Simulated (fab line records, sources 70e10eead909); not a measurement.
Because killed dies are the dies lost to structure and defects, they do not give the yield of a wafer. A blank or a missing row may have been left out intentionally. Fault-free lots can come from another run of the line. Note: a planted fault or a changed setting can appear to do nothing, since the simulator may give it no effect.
Code-filled problem report in 8D (eight disciplines) form    flow nand_harc    the parts of the form that need people (team, actions taken, sign-off) are left out

1. THE PROBLEM
killed_at_periphery at NHARC_END_SORT_01 reads a mean of 612.3 on 6 wafers of 2 lots; wafers without a fault read 3.7 with a standard deviation of 2.6. So: +99 or more standard deviations from the usual mean.
Seen first at day 27 22:27 on prober-02, wafer L290.2. The record has a number at this step for 6 wafers belonging to 2 lots. Rule for "out", or "out of limits": more than 4 standard deviations from the usual mean. The other wafers with a number count as sound.

2. WHAT IT IS, WHAT IT ISN'T
question                     is                                is not
which readings at this step  killed_at_periphery, killed_dies  killed_at_array, killed_at_other, killed_open
which lots                   L290, L291                        -
which wafers of those lots   all that have a number            -
read on which gauges         prober-01, prober-02              -
when                         from day 27 22:27                 up to then (0 sound wafers)

3. SUSPECTS, AND WHAT RULES EACH OUT
Counting: any tool at a process step up to the reading is kept as a suspect provided that every lot that is out went through it and no sound lot did after the first of them.
- the gauge at NHARC_END_SORT_01 has been ruled out. 2 gauges (prober-01, prober-02) read the wafers that are out.
- litho_track-03 at NHARC_P_GATE_DEVELOP_45 (time 70 s): kept. It ran every lot that is out, first L290 (day 8 20:00), and no sound lot after that.
The count leaves litho_track-03 at NHARC_P_GATE_DEVELOP_45.

4. THE CAUSE (what the simulator had put in)
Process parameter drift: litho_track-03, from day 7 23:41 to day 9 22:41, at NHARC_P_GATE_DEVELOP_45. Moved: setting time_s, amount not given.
Only this tool survived the counting.

5. SEQUENCE OF EFFECTS, ordered by route
Each row: a reading whose mean over the struck wafers that have a number lies more than 3 standard deviations from the usual. Only readings for which the record gives a usual standard deviation are gone through. hours: the time from each lot's start at the first step in this table that gives one to its start at this step, as a median over the lots. sigmas: the change in usual standard deviations.
hours  step               reading              usual  on struck wafers  change  sigmas
0      NHARC_END_SORT_01  killed_at_periphery  3.7    612.3             +608.6  +99 or more
0      NHARC_END_SORT_01  killed_dies          58     677               +619    +31

6. HOW IT WOULD HAVE BEEN CAUGHT EARLIER
In this record the first reading out of limits at a measuring or inspecting step was taken at day 27 22:27, 479 hours after the fault began at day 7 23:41.
By day 27 22:27, every lot that is out (2) had started NHARC_P_GATE_DEVELOP_45 on litho_track-03. Had the tool been put on hold then, not one of them would have been saved.
